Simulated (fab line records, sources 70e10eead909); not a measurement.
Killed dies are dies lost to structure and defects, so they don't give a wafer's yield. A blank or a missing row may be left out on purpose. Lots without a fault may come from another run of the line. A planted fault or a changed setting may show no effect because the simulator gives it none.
Chamber matching | flow nand_harc | NHARC_P_M0_ETCH_34 on rie_diel-05: 4 sister chambers
The step etches the open film in N2/H2, target depth 40 nm, overetch 12 nm, time 43.94 s. 16 wafers are shown with their chamber, then 8 later ones without.

WAFERS WITH THEIR CHAMBER
wafer  | chamber | showerhead_plenum_p_Torr (Torr) | drypump_motor_current_A (A) | rf_vpp_V (V)
L338.1 | 2       | 2.01                            | 5.8                         | 428.5
L338.2 | 1       | 2.16                            | 6.2                         | 435.7
L338.5 | 2       | 2.01                            | 5.8                         | 429.7
L343.3 | 2       | 2.01                            | 5.9                         | 429.6
L343.4 | 1       | 2.16                            | 6.2                         | 433.7
L343.6 | 2       | 2.01                            | 5.8                         | 429.7
L344.1 | 3       | 2.10                            | 5.7                         | 433.7
L344.2 | 0       | 1.91                            | 6.0                         | 425.8
L344.5 | 2       | 2.01                            | 5.8                         | 430.1
L351.2 | 0       | 1.90                            | 6.0                         | 426.2
L351.3 | 2       | 2.00                            | 5.8                         | 429.8
L351.5 | 2       | 2.00                            | 5.9                         | 428.5
L353.1 | 2       | 2.00                            | 5.8                         | 429.1
L353.4 | 3       | 2.10                            | 5.7                         | 431.4
L353.5 | 3       | 2.10                            | 5.7                         | 431.3
L356.3 | 1       | 2.15                            | 6.2                         | 432.2

SIGNATURES (means of the wafers above)
reading                  | chamber 0 | chamber 1 | chamber 2 | chamber 3 | scatter within a chamber
showerhead_plenum_p_Torr | 1.9050    | 2.1567    | 2.0062    | 2.1000    | 0.00503
drypump_motor_current_A  | 6.000     | 6.200     | 5.825     | 5.700     | 0.0354
rf_vpp_V                 | 426.000   | 433.867   | 429.375   | 432.133   | 1.02
Rule: a wafer's distance from a chamber is the root of the sum, over the readings, of the square of ((its reading less the chamber's mean) divided by the reading's scatter). The wafer belongs to the nearest chamber; if the next one is less than 2 further off, it can't be placed. The scatter: the root of (the sum of the squares of (reading less its chamber's mean) over the shown wafers, divided by (wafers less chambers)).

WAFERS WITHOUT THEIR CHAMBER
wafer  | showerhead_plenum_p_Torr (Torr) | drypump_motor_current_A (A) | rf_vpp_V (V)
L356.4 | 2.09                            | 5.8                         | 431.9
L356.5 | 2.15                            | 6.2                         | 432.7
L357.2 | 2.09                            | 5.7                         | 432.3
L357.3 | 1.90                            | 6.0                         | 425.7
L357.4 | 2.00                            | 5.9                         | 428.9
L360.3 | 2.15                            | 6.2                         | 433.5
L360.4 | 1.99                            | 5.8                         | 429.4
L360.5 | 2.15                            | 6.2                         | 432.9

WHICH CHAMBER EACH WENT THROUGH
wafer  | from the rows above | in truth
L356.4 | 3                   | 3
L356.5 | 1                   | 1
L357.2 | 3                   | 3
L357.3 | 0                   | 0
L357.4 | 2                   | 2
L360.3 | 1                   | 1
L360.4 | 2                   | 2
L360.5 | 1                   | 1
Placed correctly: 8 of 8. Can't be placed from these rows: 0. Placed wrongly: 0.
